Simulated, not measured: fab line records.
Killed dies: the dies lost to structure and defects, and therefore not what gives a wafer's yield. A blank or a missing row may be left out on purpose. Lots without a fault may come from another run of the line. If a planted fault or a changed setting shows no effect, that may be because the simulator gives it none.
Problem report in the 8D (eight disciplines) form, filled by code :: flow n5-finfet :: the parts of the form that need people (team, actions taken, sign-off) are left out

1. PROBLEM STATEMENT
At N5_HKMG_FIN_CD_MEAS_49, cd-nm averages 209.5 nm over 6 wafers from 2 lots, while fault-free wafers read 202.1 nm, standard deviation 0.86. Measured from the usual mean, that is +8.6 standard deviations.
The step: target cd 202 nm.
Earliest sighting: wafer L270.1 on cd-sem-02 at day 8 19:47. The record holds 27 wafers of 9 lots with a number at this step. Rule for "out" (also "out of limits"): further than 4 standard deviations from the usual mean. Any other wafer with a number is counted as sound.

2. WHAT IT IS AND WHAT IT IS NOT
question: which readings at this step
is: cd-nm
is not: -

question: which lots
is: L270, L273
is not: L251, L254, L256, L260, L262, L264, L268

question: which wafers of those lots
is: all that have a number
is not: -

question: read on which gauges
is: cd-sem-01, cd-sem-02
is not: cd-sem-03

question: when
is: from day 8 19:47
is not: up to then (21 sound wafers)

3. WHAT RULES OUT EACH SUSPECT
Counting: any tool at a process step up to the reading is kept as a suspect provided that every lot that is out went through it and no sound lot did after the first of them.
- ruled out: the gauge at N5_HKMG_FIN_CD_MEAS_49. The wafers that are out were read on 2 gauges (cd-sem-01, cd-sem-02).
- arfi-scanner-03 at N5_HKMG_FIN_EXPOSE_46 (exposes mask NDIPOLE): kept. It ran every lot that is out, first L270 (day 8 19:40), and no sound lot after that; its last sound lot up to then is L264 (day 7 06:47). Its own readings are out on those wafers: exposure-dose-mJ-cm2.
Remaining after the count: arfi-scanner-03 at N5_HKMG_FIN_EXPOSE_46.

4. THE CAUSE (what the simulator had put in)
Process parameters drifting: arfi-scanner-03 at N5_HKMG_FIN_EXPOSE_46, beginning at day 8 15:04. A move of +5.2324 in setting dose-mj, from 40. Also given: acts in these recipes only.
After counting, this tool was the only one left.

5. THE CHAIN OF EFFECTS, in route order
One row per reading whose mean, taken over the struck wafers that have a number, lies over 3 standard deviations from the usual. Only readings for which the record gives a usual standard deviation are gone through. hours: the time from each lot's start at the first step in this table that gives one to its start at this step, as a median over the lots. sigmas: the change in usual standard deviations.
hours: 0
step: N5_HKMG_FIN_EXPOSE_46
reading: exposure-dose-mJ-cm2
usual: 39.98
on struck wafers: 44.63
change: +4.65
sigmas: +99 or more

hours: 0
step: N5_HKMG_FIN_CD_MEAS_49
reading: cd-nm
usual: 202.1 nm
on struck wafers: 209.5
change: +7.4
sigmas: +8.6
Its process steps:
- N5_HKMG_FIN_EXPOSE_46: exposes mask NDIPOLE.
Later measuring or inspecting steps at which every struck wafer that the step has a row for has a number for every such reading, and none has moved that far: N5_BEOL_M4_RC_MEAS_101.

6. WHAT WOULD HAVE CAUGHT IT SOONER
In this record the first reading out of limits at a measuring or inspecting step was taken at day 8 19:47, 5 hours after the fault began at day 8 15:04.
The tool's own readings at N5_HKMG_FIN_EXPOSE_46 were out on every struck wafer that the step has a row for (exposure-dose-mJ-cm2): an alarm limit on them would have fired on the first of those.
Among the 2 lots that are out, L273 began N5_HKMG_FIN_EXPOSE_46 on arfi-scanner-03 after day 8 19:47. A tool hold placed at that time would have kept it from harm.
